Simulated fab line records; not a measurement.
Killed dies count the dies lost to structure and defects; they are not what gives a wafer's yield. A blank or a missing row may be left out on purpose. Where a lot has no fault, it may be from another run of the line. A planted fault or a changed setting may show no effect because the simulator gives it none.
A lot that was struck, set against a sound lot :: flow nand_harc :: 14 steps out of a route of 1159
Sound: the wafers L738.1, L738.2, L738.6. Struck: wafer L751.3 (L751.4, L751.6, from the same lot, were not struck and are left out); the cause is given at the end.
For every step that has rows: the tool of each side, followed by ch and its chambers, followed by its first start. Under that, the readings that differ: sound wafers :: struck wafers :: difference of the means :: sigmas: that difference in standard deviations of wafers without a fault.
alike: words and numbers the same on both sides, and readings whose means are apart by under 2 such deviations; not compared: readings that were withheld, readings missing a value for some wafer, numbers with overlapping values and no deviation given by the record, and bounds like >300 which may hide the same value.
A row with sigmas, a row that says differs or no value, or rows on one side alone: a step with any of these is where the two part. Non-overlapping numbers with no deviation appear without sigmas and do not part them. A reading missing from all wafers of one side parts the sides only when that side holds two or more wafers.

first, 7 steps without rows for these wafers: NHARC_A_STAIRCASE_COAT_304; NHARC_A_STAIRCASE_SOFTBAKE_305 (time 170 s); NHARC_A_STAIRCASE_EBR_306; NHARC_A_STAIRCASE_EXPOSE_307 (exposes mask CHOP 50); NHARC_A_STAIRCASE_PEB_308 (peb time 130 s); NHARC_A_STAIRCASE_DEVELOP_309 (time 140 s); NHARC_A_STAIRCASE_HARDBAKE_311 (time 140 s).
NHARC_A_STAIRCASE_DESCUM_312: chemistry O2, time 3 s.
  sound on rie_diel-03 ch 2,3, day 12 11:34; struck on rie_diel-03 ch 3, day 15 22:09
reading: rf_vpp_V (V)
sound: 58.0 56.6 58.1
struck: 55.7
difference: -1.9
sigmas: -2
  alike: drypump_motor_current_A, oes_product_au, showerhead_plenum_p_Torr, throttle_valve_pct
  not compared: rf_hours_counter_h
NHARC_A_STAIRCASE_ETCH_313: etches the open film in CF4/CHF3.
  sound on rie_diel-03 ch 1,2, day 12 11:45; struck on rie_diel-03 ch 1, day 15 22:13
  alike: cf4_flow_sccm, drypump_motor_current_A, oes_product_au, rf_vpp_V, showerhead_plenum_p_Torr, throttle_valve_pct
  not compared: rf_hours_counter_h
NHARC_A_STAIRCASE_HM_OPEN_463: chemistry O2/COS.
  sound: rie_diel-03 ch 1,2,3; struck: rie_diel-03 ch 1
  alike: cos_flow_sccm, drypump_motor_current_A, oes_product_au, rf_vpp_V, showerhead_plenum_p_Torr, throttle_valve_pct
  not compared: rf_hours_counter_h
then, 1 step without rows for these wafers: NHARC_A_STAIRCASE_STRIP_464 (strips in O2/COS).
NHARC_A_STAIRCASE_ETCH_453: etches the open film in CF4/O2, target depth 30 nm, overetch 3 nm, time 16.5 s.
  sound on rie_diel-03 ch 1,2,3, day 12 12:13; struck on rie_diel-03 ch 1, day 15 23:19
reading: cf4_flow_sccm (sccm)
sound: 80.17 79.68 80.12
struck: 40.07
difference: -39.92
sigmas: -99 or more

reading: oes_f_703_au (a.u.)
sound: 0.997 1.003 0.999
struck: 1.140
difference: +0.140
sigmas: +32

reading: oes_o_777_au (a.u.)
sound: 1.001 1.000 1.006
struck: 2.033
difference: +1.031
sigmas: +99 or more

reading: showerhead_plenum_p_Torr (Torr)
sound: 1.24 1.25 1.44
struck: 0.85
difference: -0.46
sigmas: -6

reading: throttle_valve_pct (%)
sound: 13.373 13.404 13.391
struck: 10.364
difference: -3.025
sigmas: -99 or more
  alike: drypump_motor_current_A, oes_product_au, rf_vpp_V
  not compared: rf_hours_counter_h
NHARC_A_STAIRCASE_ETCH_315: etches the open film in C4F8/O2/Ar, target depth 2500 nm, time 607.1 s.
  sound: rie_diel-03 ch 0,3; struck: rie_diel-03 ch 3
  alike: oes_product_au, rf_vpp_V
  not compared: rf_hours_counter_h
then, 1 step without rows for these wafers: NHARC_END_SORT_01.

== WHERE THEY PART ==
First at NHARC_A_STAIRCASE_DESCUM_312; last, within this record, at NHARC_A_STAIRCASE_ETCH_453. Later steps at which nothing parts them and some readings are alike: NHARC_A_STAIRCASE_ETCH_315.

WHY: what had been put in by the simulator
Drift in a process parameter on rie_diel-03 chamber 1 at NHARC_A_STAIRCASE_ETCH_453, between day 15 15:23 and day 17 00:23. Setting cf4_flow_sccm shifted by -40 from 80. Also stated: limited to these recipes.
